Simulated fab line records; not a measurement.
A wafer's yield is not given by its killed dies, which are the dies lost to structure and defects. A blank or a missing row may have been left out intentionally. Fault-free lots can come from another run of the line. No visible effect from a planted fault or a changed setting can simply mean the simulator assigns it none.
fab line records	flow n5_finfet
[record] lots = 7	wafers = 21
route steps=1938 shown WELL_APT@24 PMOS_HMC_CHANNEL_EPI@63 SD_EPI_N@268 SD_EPI_P@300 GATE_CUT@510
start_h: the number of hours between the record's first day and the start of the first shown wafer of the lot	wait_h: time in hours since the lot's previous step	" as in the row above	L1.1+2: one row covering several wafers at once	- no value, or no start was given	* or withheld: withheld	< > ~ a bound
route shown NAME@n: a module of which the file shows steps, and the number in the route of the first	usual: mean/standard deviation taken from wafers without a fault	same: alike in all rows	chamber/n: place in a boat	sites: readings site by site	_std_site: standard deviation across them	_edge_site: outer sites' mean less inner sites'	radius_mm: for every site, how far away it sits from the centre of the wafer	mask NAME#n: copy n	behind: the last tool/chamber to shape the wafer	hold: why the lot went on hold/how many hours it stayed there/how the hold came to an end	device: names the non-switching transistor (n, p or np)	end of line: the route-end tests of the same wafers	a step given without rows: its recipe and nothing more	killed: dies lost to structure and defects at the first sort, not the wafer's yield	map: a wafer's dies, marking killed ones x, the rest . and places with no die _
set.NAME: the setting the step ran with; set.NAME@STEP: the setting that earlier step ran with	model.NAME: the simulator's own value behind a step, which no gauge read
lots where settings were altered on purpose, with a table for each step and a row for each wafer
[[steps]]
[step N5_WELL_APT_EXPOSE_05]
[recipe] mask_id = NWELL	na = 0.8	source_shape = conventional	sigma_outer = 0.8	polarization = unpolarized	defocus_nm = 0	target_cd_nm = 200	dose_mj = 20.3
lot.wafer	tool	chamber	start_h	wait_h	mask	set.dose_mj
L080.2	krf_scanner-01	0	49.58	-	NWELL#0	19.1
L080.4+6	"	0	"	"	NWELL#0	20.3
L081.1+3+4	krf_scanner-02	0	55.79	-	NWELL#0	20.3
L082.2+3+5	krf_scanner-01	0	61.64	-	NWELL#0	20.3
L088.1+3+5	krf_scanner-02	0	97.41	-	NWELL#0	20.3
L091.2+4	krf_scanner-01	0	115.42	-	NWELL#0	19.85
L091.3	"	0	"	"	NWELL#0	20.3
L094.1+5	krf_scanner-01	0	133.53	-	NWELL#0	21.72
L094.3	"	0	"	"	NWELL#0	20.3
L097.3+4	krf_scanner-01	0	151.46	-	NWELL#0	20.3
L097.6	"	0	"	"	NWELL#0	21.17
[step N5_WELL_APT_PEB_06]
[recipe] peb_temp_c = 130	peb_time_s = 90
lot.wafer	tool	chamber	start_h	wait_h	set.peb_time_s
L080.2	litho_track-04	0	49.63	0.0	83.06
L080.4+6	"	0	"	"	90
L081.1+3+4	litho_track-02	0	55.85	0.1	90
L082.2+5	litho_track-01	0	61.69	0.0	81.68
L082.3	"	0	"	"	90
L088.1+3+5	litho_track-02	0	97.46	0.1	90
L091.2	litho_track-02	0	115.47	0.0	90
L091.3+4	"	0	"	"	80.96
L094.1+3+5	litho_track-02	0	133.59	0.1	90
L097.3	litho_track-04	0	151.51	0.0	83.41
L097.4+6	"	0	"	"	90
[step N5_WELL_APT_DEVELOP_07]
[recipe] develop_time_s = 45	rinse_liquid = surfactant_rinse	dry = air_spin	dev_temp_c = 21
[step N5_WELL_APT_HARDBAKE_12]
[recipe] temp_c = 130	time_s = 120
[step N5_WELL_APT_CD_MEAS_08]
[recipe] target_cd_nm = 200	landing_energy_ev = 500	detector = se_inlens
[usual] cd_nm = 200.4/1.8
lot.wafer	tool	chamber	start_h	wait_h	set.dose_mj@WELL_APT_EXPOSE_05	cd_nm
L080.2	cd_sem-01	0	49.75	-	19.1	186.7
L080.4	"	0	"	"	20.3	199.2
L080.6	"	0	"	"	20.3	198.1
L081.1	cd_sem-02	0	55.97	-	20.3	200.7
L081.3	"	0	"	"	20.3	198.8
L081.4	"	0	"	"	20.3	199.8
L082.2	cd_sem-01	0	61.81	-	20.3	194.5
L082.3	"	0	"	"	20.3	200.2
L082.5	"	0	"	"	20.3	195.1
L088.1	cd_sem-01	0	97.58	-	20.3	201.9
L088.3	"	0	"	"	20.3	202.0
L088.5	"	0	"	"	20.3	199.5
L091.2	cd_sem-03	0	115.59	-	19.85	197.3
L091.3	"	0	"	"	20.3	195.8
L091.4	"	0	"	"	19.85	193.0
L094.1	cd_sem-03	0	133.70	-	21.72	213.3
L094.3	"	0	"	"	20.3	202.8
L094.5	"	0	"	"	21.72	210.3
L097.3	cd_sem-03	0	151.63	-	20.3	196.2
L097.4	"	0	"	"	20.3	197.9
L097.6	"	0	"	"	21.17	209.4
[step N5_WELL_APT_DESCUM_13]
[recipe] chemistry = O2	time_s = 7.9	source_power_w = 50	bias_power_w = 20	pressure_mtorr = 20	rf_frequency_hz = 2.712e+07	temp_c = 40	o2_flow_sccm = 225
lot.wafer	tool	chamber	start_h	wait_h	set.dose_mj@WELL_APT_EXPOSE_05	model.WELL_APT.cd_nm
L080.2	rie_diel-06	1	49.83	0.0	19.1	186.7
L080.4	"	0	"	"	20.3	199.1
L080.6	"	1	"	"	20.3	198.2
L081.1	rie_diel-05	0	56.14	0.1	20.3	200.5
L081.3	"	2	"	"	20.3	198.7
L081.4	"	3	"	"	20.3	199.7
L082.2	rie_diel-04	2	61.97	0.1	20.3	194.4
L082.3	"	3	"	"	20.3	199.9
L082.5	"	3	"	"	20.3	195
L088.1	rie_diel-05	1	97.67	0.0	20.3	202
L088.3	"	2	"	"	20.3	201.8
L088.5	"	3	"	"	20.3	199.6
L091.2	rie_diel-06	1	115.89	0.2	19.85	197.3
L091.3	"	2	"	"	20.3	195.9
L091.4	"	3	"	"	19.85	193.1
L094.1	rie_diel-05	2	133.79	0.0	21.72	213.2
L094.3	"	0	"	"	20.3	203.1
L094.5	"	0	"	"	21.72	210.5
L097.3	rie_diel-06	2	151.71	0.0	20.3	196.4
L097.4	"	3	"	"	20.3	198.1
L097.6	"	2	"	"	21.17	209.2
[step N5_PMOS_HMC_CHANNEL_EPI_PEB_07]
[recipe] peb_temp_c = 110	peb_time_s = 60	resist = CAR-ArF-block
lot.wafer	tool	chamber	start_h	wait_h	set.peb_temp_c
L080.2+6	litho_track-05	0	53.11	0.0	110
L080.4	"	0	"	"	111.9
L081.1+4	litho_track-02	0	59.27	0.1	111.4
L081.3	"	0	"	"	110
L082.2+3	litho_track-05	0	65.97	0.0	111.6
L082.5	"	0	"	"	110
L088.1+3+5	litho_track-02	0	101.54	0.1	110
L091.2+4	litho_track-03	0	119.30	0.0	113.4
L091.3	"	0	"	"	110
L094.1+5	litho_track-02	0	137.01	0.1	107.5
L094.3	"	0	"	"	110
L097.3+4+6	litho_track-03	0	154.85	0.0	110
[step N5_PMOS_HMC_CHANNEL_EPI_DEVELOP_08]
[recipe] develop_time_s = 30	developer = TMAH	resist = CAR-ArF-block	dev_temp_c = 23	rinse_liquid = diw	dry = air_spin
lot.wafer	tool	chamber	start_h	wait_h	set.develop_time_s
L080.2+4+6	litho_track-05	0	-	-	23.79
L081.1+3	litho_track-02	0	-	-	27.28
L081.4	"	0	"	"	30
L082.2+3+5	litho_track-05	0	-	-	30
L088.1+3+5	litho_track-02	0	-	-	30
L091.2+3	litho_track-03	0	-	-	33.95
L091.4	"	0	"	"	30
L094.1	litho_track-02	0	-	-	30
L094.3+5	"	0	"	"	25.65
L097.3+6	litho_track-03	0	-	-	36.05
L097.4	"	0	"	"	30
[step N5_PMOS_HMC_CHANNEL_EPI_CD_MEAS_09]
[recipe] target_cd_nm = 237.4	landing_energy_ev = 500	detector = se_inlens
[usual] cd_nm = 236.9/1.2
lot.wafer	tool	chamber	start_h	wait_h	set.peb_temp_c@PMOS_HMC_CHANNEL_EPI_PEB_07	cd_nm
L080.2	cd_sem-03	0	53.18	-	110	233.5
L080.4	"	0	"	"	111.9	241.5
L080.6	"	0	"	"	110	235.5
L081.1	cd_sem-03	0	59.34	-	111.4	241.6
L081.3	"	0	"	"	110	237.4
L081.4	"	0	"	"	111.4	240.8
L082.2	cd_sem-03	0	66.04	-	111.6	243.2
L082.3	"	0	"	"	111.6	242.0
L082.5	"	0	"	"	110	238.0
L088.1	cd_sem-01	0	101.60	-	110	237.1
L088.3	"	0	"	"	110	236.3
L088.5	"	0	"	"	110	235.7
L091.2	cd_sem-03	0	119.36	-	113.4	248.3
L091.3	"	0	"	"	110	238.5
L091.4	"	0	"	"	113.4	246.1
L094.1	cd_sem-02	0	137.08	-	107.5	229.7
L094.3	"	0	"	"	110	236.1
L094.5	"	0	"	"	107.5	226.5
L097.3	cd_sem-03	0	154.91	-	110	239.0
L097.4	"	0	"	"	110	236.6
L097.6	"	0	"	"	110	238.8
[step N5_PMOS_HMC_CHANNEL_EPI_DESCUM_14]
[recipe] chemistry = O2	time_s = 7.9	source_power_w = 50	bias_power_w = 20	pressure_mtorr = 20	rf_frequency_hz = 2.712e+07	temp_c = 40	resist = CAR-ArF-block	o2_flow_sccm = 225
lot.wafer	tool	chamber	start_h	wait_h	set.peb_temp_c@PMOS_HMC_CHANNEL_EPI_PEB_07	model.PMOS_HMC_CHANNEL_EPI.cd_nm
L080.2	rie_diel-02	0	53.27	0.0	110	233.4
L080.4	"	2	"	"	111.9	241
L080.6	"	1	"	"	110	235.1
L081.1	rie_diel-02	1	59.43	0.0	111.4	241.3
L081.3	"	3	"	"	110	237.5
L081.4	"	0	"	"	111.4	240.9
L082.2	rie_diel-01	2	66.19	0.1	111.6	243.4
L082.3	"	3	"	"	111.6	242
L082.5	"	2	"	"	110	238
L088.1	rie_diel-02	0	101.69	0.0	110	236.8
L088.3	"	1	"	"	110	236.1
L088.5	"	1	"	"	110	235.5
L091.2	rie_diel-02	3	119.67	0.3	113.4	248.7
L091.3	"	2	"	"	110	238.5
L091.4	"	1	"	"	113.4	246.1
L094.1	rie_diel-03	3	137.74	0.6	107.5	229.5
L094.3	"	2	"	"	110	236.2
L094.5	"	0	"	"	107.5	226.5
L097.3	rie_diel-03	3	155.00	0.0	110	238.9
L097.4	"	1	"	"	110	236.6
L097.6	"	3	"	"	110	238.7
[step N5_PMOS_HMC_CHANNEL_EPI_ETCH_32]
[recipe] chemistry = N2/H2	target = BARC	stop_on = SiO2	target_depth_a = 858	over_etch_frac = 0.3	time_s = 50.3	ion_energy_ev = 200	mask_material = CAR-ArF-block	pressure_mtorr = 30	source_w = 840	bias_w = 150	n2_flow_sccm = 200	h2_flow_sccm = 200
[step N5_PMOS_HMC_CHANNEL_EPI_HM_OPEN_15]
[recipe] chemistry = CHF3/O2	target = SiO2	mask_material = CAR-ArF-block	target_depth_a = 406	CHF3_flow_sccm = 50	O2_flow_sccm = 5	Ar_flow_sccm = 200	time_s = 20.3	pressure_mtorr = 30	source_w = 650	bias_w = 170	ion_energy_ev = 200
[step N5_PMOS_HMC_CHANNEL_EPI_STRIP_17]
[recipe] chemistry = SPM	time_s = 750	temp_c = 130	h2so4_h2o2_vol_ratio = 4	dry = ipa_marangoni
[step N5_PMOS_HMC_CHANNEL_EPI_ETCH_38]
[recipe] chemistry = CF4	target = SiO2	target_depth_a = 15	ion_energy_ev = 350	pressure_mtorr = 10	icp_w = 800	bias_w = 400	cf4_flow_sccm = 80
[step N5_PMOS_HMC_CHANNEL_EPI_FIN_RECESS_16]
[recipe] chemistry = HBr/Cl2	target = Si	mask_material = SiO2	target_depth_a = 540	time_s = 18	pressure_mtorr = 10	icp_w = 800	bias_w = 75	HBr_flow_sccm = 150	Cl2_flow_sccm = 80
lot.wafer	tool	chamber	start_h	wait_h	set.peb_temp_c@PMOS_HMC_CHANNEL_EPI_PEB_07	set.develop_time_s@PMOS_HMC_CHANNEL_EPI_DEVELOP_08	model.PMOS_HMC_CHANNEL_EPI.cd_nm
L080.2	rie_si-02	1	53.73	0.0	110	23.79	237.2
L080.4	"	3	"	"	111.9	23.79	244.2
L080.6	"	1	"	"	110	23.79	237.1
L081.1	rie_si-04	2	59.88	0.0	111.4	27.28	243.1
L081.3	"	1	"	"	110	27.28	238.2
L081.4	"	3	"	"	111.4	30	244.6
L082.2	rie_si-01	3	66.67	0.0	111.6	30	244.1
L082.3	"	1	"	"	111.6	30	244.8
L082.5	"	1	"	"	110	30	238.8
L088.1	rie_si-04	0	102.17	0.0	110	30	240.3
L088.3	"	2	"	"	110	30	238.2
L088.5	"	3	"	"	110	30	237.9
L091.2	rie_si-02	3	120.13	0.0	113.4	33.95	249.7
L091.3	"	1	"	"	110	33.95	240.6
L091.4	"	1	"	"	113.4	30	247.8
L094.1	rie_si-04	0	138.21	0.0	107.5	30	233.3
L094.3	"	1	"	"	110	25.65	238.4
L094.5	"	0	"	"	107.5	25.65	229.6
L097.3	rie_si-04	1	155.45	0.0	110	36.05	242
L097.4	"	2	"	"	110	30	239.2
L097.6	"	3	"	"	110	36.05	241.5
[step N5_SD_EPI_N_PEB_07]
[recipe] peb_temp_c = 110	peb_time_s = 60	resist = CAR-ArF-block
lot.wafer	tool	chamber	start_h	wait_h	set.peb_temp_c
L080.2+6	litho_track-04	0	89.14	0.0	106.4
L080.4	"	0	"	"	110
L081.1	litho_track-01	0	90.39	0.1	108.8
L081.3+4	"	0	"	"	110
L082.2+3	litho_track-04	0	99.93	0.0	112.4
L082.5	"	0	"	"	110
L088.1+3+5	litho_track-01	0	132.56	0.1	110
L091.2+4	litho_track-04	0	152.37	0.0	110
L091.3	"	0	"	"	112.3
L094.1+3+5	litho_track-01	0	168.42	0.1	110
L097.3	litho_track-01	0	192.97	0.0	111
L097.4+6	"	0	"	"	110
[step N5_SD_EPI_N_DEVELOP_08]
[recipe] develop_time_s = 30	developer = TMAH	resist = CAR-ArF-block	dev_temp_c = 23	rinse_liquid = diw	dry = air_spin
[step N5_SD_EPI_N_CD_MEAS_09]
[recipe] target_cd_nm = 120	landing_energy_ev = 500	detector = se_inlens
[usual] cd_nm = 120.1/1
lot.wafer	tool	chamber	start_h	wait_h	set.peb_temp_c@SD_EPI_N_PEB_07	cd_nm
L080.2	cd_sem-01	0	89.21	-	106.4	111.1
L080.4	"	0	"	"	110	121.5
L080.6	"	0	"	"	106.4	110.4
L081.1	cd_sem-03	0	90.45	-	108.8	117.6
L081.3	"	0	"	"	110	120.0
L081.4	"	0	"	"	110	119.0
L082.2	cd_sem-02	0	100.00	-	112.4	128.0
L082.3	"	0	"	"	112.4	127.4
L082.5	"	0	"	"	110	121.3
L088.1	cd_sem-03	0	132.63	-	110	119.9
L088.3	"	0	"	"	110	121.7
L088.5	"	0	"	"	110	119.8
L091.2	cd_sem-01	0	152.44	-	110	119.8
L091.3	"	0	"	"	112.3	126.5
L091.4	"	0	"	"	110	122.6
L094.1	cd_sem-01	0	168.48	-	110	119.7
L094.3	"	0	"	"	110	121.0
L094.5	"	0	"	"	110	119.8
L097.3	cd_sem-02	0	193.04	-	111	121.8
L097.4	"	0	"	"	110	119.7
L097.6	"	0	"	"	110	118.6
[step N5_SD_EPI_N_DESCUM_14]
[recipe] chemistry = O2	time_s = 7.9	source_power_w = 50	bias_power_w = 20	pressure_mtorr = 20	rf_frequency_hz = 2.712e+07	temp_c = 40	resist = CAR-ArF-block	o2_flow_sccm = 225
lot.wafer	tool	chamber	start_h	wait_h	set.peb_temp_c@SD_EPI_N_PEB_07	model.SD_EPI_N.cd_nm
L080.2	rie_diel-04	0	89.29	0.0	106.4	110.6
L080.4	"	2	"	"	110	121.4
L080.6	"	1	"	"	106.4	110.2
L081.1	rie_diel-05	2	90.54	0.0	108.8	117.6
L081.3	"	1	"	"	110	120
L081.4	"	3	"	"	110	119
L082.2	rie_diel-04	0	100.09	0.0	112.4	128
L082.3	"	3	"	"	112.4	127.4
L082.5	"	0	"	"	110	121
L088.1	rie_diel-04	0	132.72	0.0	110	120
L088.3	"	3	"	"	110	121.6
L088.5	"	2	"	"	110	119.8
L091.2	rie_diel-05	3	152.52	0.0	110	119.6
L091.3	"	1	"	"	112.3	126.2
L091.4	"	2	"	"	110	123
L094.1	rie_diel-05	3	168.88	0.3	110	119.2
L094.3	"	0	"	"	110	120.8
L094.5	"	2	"	"	110	120
L097.3	rie_diel-04	2	193.74	0.7	111	121.8
L097.4	"	1	"	"	110	119.6
L097.6	"	3	"	"	110	119
[step N5_SD_EPI_N_ETCH_34]
[recipe] chemistry = CF4	target = SiARC	target_depth_a = 455	mask_material = CAR-ArF-block	time_s = 75.8	ion_energy_ev = 80	pressure_mtorr = 40	source_w = 545	bias_w = 36	Ar_flow_sccm = 100	cf4_flow_sccm = 100	ends = cleared
lot.wafer	tool	chamber	start_h	wait_h	set.peb_temp_c@SD_EPI_N_PEB_07	model.SD_EPI_N.cd_nm
L080.2	rie_diel-04	0	89.33	0.0	106.4	110
L080.4	"	2	"	"	110	121.2
L080.6	"	1	"	"	106.4	110.2
L081.1	rie_diel-05	2	90.58	0.0	108.8	117.8
L081.3	"	1	"	"	110	119.8
L081.4	"	3	"	"	110	119
L082.2	rie_diel-04	0	100.13	0.0	112.4	127.6
L082.3	"	3	"	"	112.4	127.2
L082.5	"	0	"	"	110	120.8
L088.1	rie_diel-04	0	132.75	0.0	110	119.6
L088.3	"	3	"	"	110	121.4
L088.5	"	2	"	"	110	119.2
L091.2	rie_diel-05	3	152.56	0.0	110	119.4
L091.3	"	1	"	"	112.3	125.8
L091.4	"	2	"	"	110	123.2
L094.1	rie_diel-05	3	168.92	0.0	110	118.8
L094.3	"	0	"	"	110	120.4
L094.5	"	2	"	"	110	120.2
L097.3	rie_diel-04	2	193.78	0.0	111	121.8
L097.4	"	1	"	"	110	120
L097.6	"	3	"	"	110	118.8
[step N5_SD_EPI_N_ETCH_45]
[recipe] chemistry = CH3F/O2	target = SiOCN	target_depth_a = 60	mask_material = SOC	ion_energy_ev = 60	bias_w = 29	pressure_mtorr = 15	source_w = 410	Ar_flow_sccm = 150	CH3F_flow_sccm = 30	O2_flow_sccm = 20
lot.wafer	tool	chamber	start_h	wait_h	set.target_depth_a	model.etch.depth_nm
L080.2	rie_diel-04	0	89.81	0.1	58.17	5.853
L080.4	"	2	"	"	58.17	5.827
L080.6	"	1	"	"	58.17	5.874
L081.1	rie_diel-05	2	91.06	0.1	60	6.075
L081.3	"	1	"	"	65.88	6.601
L081.4	"	3	"	"	60	6.015
L082.2	rie_diel-04	0	100.61	0.1	56.55	5.641
L082.3	"	3	"	"	60	5.978
L082.5	"	0	"	"	60	5.943
L088.1	rie_diel-04	0	133.23	0.1	60	6.051
L088.3	"	3	"	"	60	6.026
L088.5	"	2	"	"	60	5.982
L091.2	rie_diel-05	3	153.04	0.1	62.11	6.24
L091.3	"	1	"	"	62.11	6.191
L091.4	"	2	"	"	62.11	6.206
L094.1	rie_diel-05	3	169.40	0.1	60	6.303
L094.3	"	0	"	"	60	6.072
L094.5	"	2	"	"	60	6.053
L097.3	rie_diel-04	2	194.26	0.1	64.7	6.447
L097.4	"	1	"	"	64.7	6.555
L097.6	"	3	"	"	60	5.924
[step N5_SD_EPI_P_EXPOSE_06]
[recipe] mask_id = SD_P_BLK	na = 1.35	source_shape = conventional	sigma_outer = 0.8	polarization = unpolarized	target_cd_nm = 240	dose_mj = 39.5
lot.wafer	tool	chamber	start_h	wait_h	mask	set.dose_mj
L080.2+4	arfi_scanner-03	0	93.45	-	SD_P_BLK#0	38.42
L080.6	"	0	"	"	SD_P_BLK#0	39.5
L081.1	arfi_scanner-03	0	96.78	-	SD_P_BLK#0	38.36
L081.3+4	"	0	"	"	SD_P_BLK#0	39.5
L082.2+5	arfi_scanner-03	0	104.28	-	SD_P_BLK#0	37.86
L082.3	"	0	"	"	SD_P_BLK#0	39.5
L088.1+3+5	arfi_scanner-01	0	137.01	-	SD_P_BLK#0	39.5
L091.2+3+4	arfi_scanner-02	0	156.75	-	SD_P_BLK#0	39.5
L094.1+3+5	arfi_scanner-01	0	173.52	-	SD_P_BLK#0	39.5
L097.3+4+6	arfi_scanner-03	0	197.98	-	SD_P_BLK#0	39.5
[step N5_SD_EPI_P_PEB_07]
[recipe] peb_temp_c = 110	peb_time_s = 60	resist = CAR-ArF-block
[step N5_SD_EPI_P_DEVELOP_08]
[recipe] develop_time_s = 30	developer = TMAH	resist = CAR-ArF-block	dev_temp_c = 23	rinse_liquid = diw	dry = air_spin
[step N5_SD_EPI_P_CD_MEAS_09]
[recipe] target_cd_nm = 240	landing_energy_ev = 500	detector = se_inlens
[usual] cd_nm = 240.0/0.78
lot.wafer	tool	chamber	start_h	wait_h	set.dose_mj@SD_EPI_P_EXPOSE_06	cd_nm
L080.2	cd_sem-01	0	93.57	-	38.42	238.3
L080.4	"	0	"	"	38.42	237.6
L080.6	"	0	"	"	39.5	240.6
L081.1	cd_sem-01	0	96.91	-	38.36	236.7
L081.3	"	0	"	"	39.5	240.7
L081.4	"	0	"	"	39.5	239.5
L082.2	cd_sem-02	0	104.40	-	37.86	237.6
L082.3	"	0	"	"	39.5	240.8
L082.5	"	0	"	"	37.86	238.2
L088.1	cd_sem-02	0	137.13	-	39.5	239.9
L088.3	"	0	"	"	39.5	240.2
L088.5	"	0	"	"	39.5	240.5
L091.2	cd_sem-02	0	156.87	-	39.5	241.8
L091.3	"	0	"	"	39.5	240.0
L091.4	"	0	"	"	39.5	239.8
L094.1	cd_sem-03	0	173.64	-	39.5	239.8
L094.3	"	0	"	"	39.5	239.2
L094.5	"	0	"	"	39.5	239.8
L097.3	cd_sem-03	0	198.09	-	39.5	239.5
L097.4	"	0	"	"	39.5	239.0
L097.6	"	0	"	"	39.5	240.5
[step N5_GATE_CUT_ALD_22]
[recipe] material = SiNx	target_thk_a = 160	temp_c = 400	ald_precursor_family = SiH2I2	ald_co_reactant = N2/H2-plasma	pulse_time_s = 1	ald_cycles = 320	purge_time_s = 2	co_reactant_purge_time_s = 2	pressure_torr = 2
lot.wafer	tool	chamber	start_h	wait_h	set.ald_cycles	model.SiNx_of_GATE_CUT_ALD_22.thk_nm
L080.2+4	ald_sin-03	3,0	124.89	0.5	340	17
L080.6	"	1	"	"	320	16
L081.1+3	ald_sin-03	0,3	126.91	0.1	320	16
L081.4	"	2	"	"	320	16.2
L082.2+5	ald_sin-04	3,0	136.97	0.2	320	16
L082.3	"	0	"	"	351	17.4
L088.1+3+5	ald_sin-03	0,3,3	168.08	0.0	320	16
L091.2+4	ald_sin-01	3,2	187.02	0.1	320	15.8
L091.3	"	0	"	"	347	17.2
L094.1+5	ald_sin-01	1,3	205.80	0.0	291	14.6
L094.3	"	3	"	"	320	16
L097.3	ald_sin-01	0	229.33	0.0	320	16
L097.4	"	3	"	"	300	15
L097.6	"	0	"	"	300	15.2
[step N5_GATE_CUT_CMP_23]
[recipe] stop_on = SiO2	t_overpolish_s = 23.4	post_cmp_clean = alkaline_brush	down_force_psi = 2.5	platen_rpm = 51.8	pad_velocity_m_s = 1.0307	target_thk_nm = 16
lot.wafer	tool	chamber	start_h	wait_h	set.ald_cycles@GATE_CUT_ALD_22	model.SiNx_of_GATE_CUT_ALD_22.thk_nm
L080.2+4	cmp-03	0,1	126.42	0.8	340	17
L080.6	"	0	"	"	320	16
L081.1+3	cmp-03	3,0	128.43	0.8	320	16
L081.4	"	1	"	"	320	16.2
L082.3	cmp-04	2	138.50	0.8	351	15.6
L082.2+5	"	3,1	"	"	320	16
L088.1+3+5	cmp-04	3,2,3	169.63	0.8	320	16
L091.2+4	cmp-04	3,1	188.51	0.8	320	15.8
L091.3	"	2	"	"	347	15.4
L094.3	cmp-01	3	207.36	0.8	320	16
L094.1+5	"	0,2	"	"	291	14.6
L097.3	cmp-04	3	230.85	0.8	320	16
L097.4	"	0	"	"	300	15
L097.6	"	3	"	"	300	15.2
[[key]]
[split] step = N5_WELL_APT_EXPOSE_05	setting = dose_mj	stated = 20.3	by = wafer
[response] step = N5_WELL_APT_CD_MEAS_08	reading = cd_nm	change = +1.75	per = 1%	r = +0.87
[response] step = N5_WELL_APT_DESCUM_13	reading = model.WELL_APT.cd_nm	change = +1.72	per = 1%	r = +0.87
[split] step = N5_WELL_APT_PEB_06	setting = peb_time_s	stated = 90	by = wafer
response none clear
[split] step = N5_PMOS_HMC_CHANNEL_EPI_PEB_07	setting = peb_temp_c	stated = 110	by = wafer
[response] step = N5_PMOS_HMC_CHANNEL_EPI_CD_MEAS_09	reading = cd_nm	change = +3.21	per = 1%	r = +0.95
[response] step = N5_PMOS_HMC_CHANNEL_EPI_DESCUM_14	reading = model.PMOS_HMC_CHANNEL_EPI.cd_nm	change = +3.23	per = 1%	r = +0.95
[response] step = N5_PMOS_HMC_CHANNEL_EPI_FIN_RECESS_16	reading = model.PMOS_HMC_CHANNEL_EPI.cd_nm	slope = +3.45	per = 1%	together_with = develop_time_s@PMOS_HMC_CHANNEL_EPI_DEVELOP_08	explained = 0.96
[split] step = N5_PMOS_HMC_CHANNEL_EPI_DEVELOP_08	setting = develop_time_s	stated = 30	by = wafer
[response] step = N5_PMOS_HMC_CHANNEL_EPI_FIN_RECESS_16	reading = model.PMOS_HMC_CHANNEL_EPI.cd_nm	slope = +0.172	per = 1%	together_with = peb_temp_c@PMOS_HMC_CHANNEL_EPI_PEB_07	explained = 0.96
[split] step = N5_SD_EPI_N_PEB_07	setting = peb_temp_c	stated = 110	by = wafer
[response] step = N5_SD_EPI_N_CD_MEAS_09	reading = cd_nm	change = +2.98	per = 1%	r = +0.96
[response] step = N5_SD_EPI_N_DESCUM_14	reading = model.SD_EPI_N.cd_nm	change = +2.98	per = 1%	r = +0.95
[response] step = N5_SD_EPI_N_ETCH_34	reading = model.SD_EPI_N.cd_nm	change = +2.93	per = 1%	r = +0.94
[split] step = N5_SD_EPI_N_ETCH_45	setting = target_depth_a	stated = 60	by = wafer
[response] step = N5_SD_EPI_N_ETCH_45	reading = model.etch.depth_nm	change = +0.062	per = 1%	r = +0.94
[split] step = N5_SD_EPI_P_EXPOSE_06	setting = dose_mj	stated = 39.5	by = wafer
[response] step = N5_SD_EPI_P_CD_MEAS_09	reading = cd_nm	change = +0.876	per = 1%	r = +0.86
[split] step = N5_GATE_CUT_ALD_22	setting = ald_cycles	stated = 320	by = wafer
[response] step = N5_GATE_CUT_ALD_22	reading = model.SiNx_of_GATE_CUT_ALD_22.thk_nm	change = +0.154	per = 1%	r = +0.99
[response] step = N5_GATE_CUT_CMP_23	reading = model.SiNx_of_GATE_CUT_ALD_22.thk_nm	shape = bent	at_lowest = 14.6	at_stated = 15.98	at_highest = 15.6
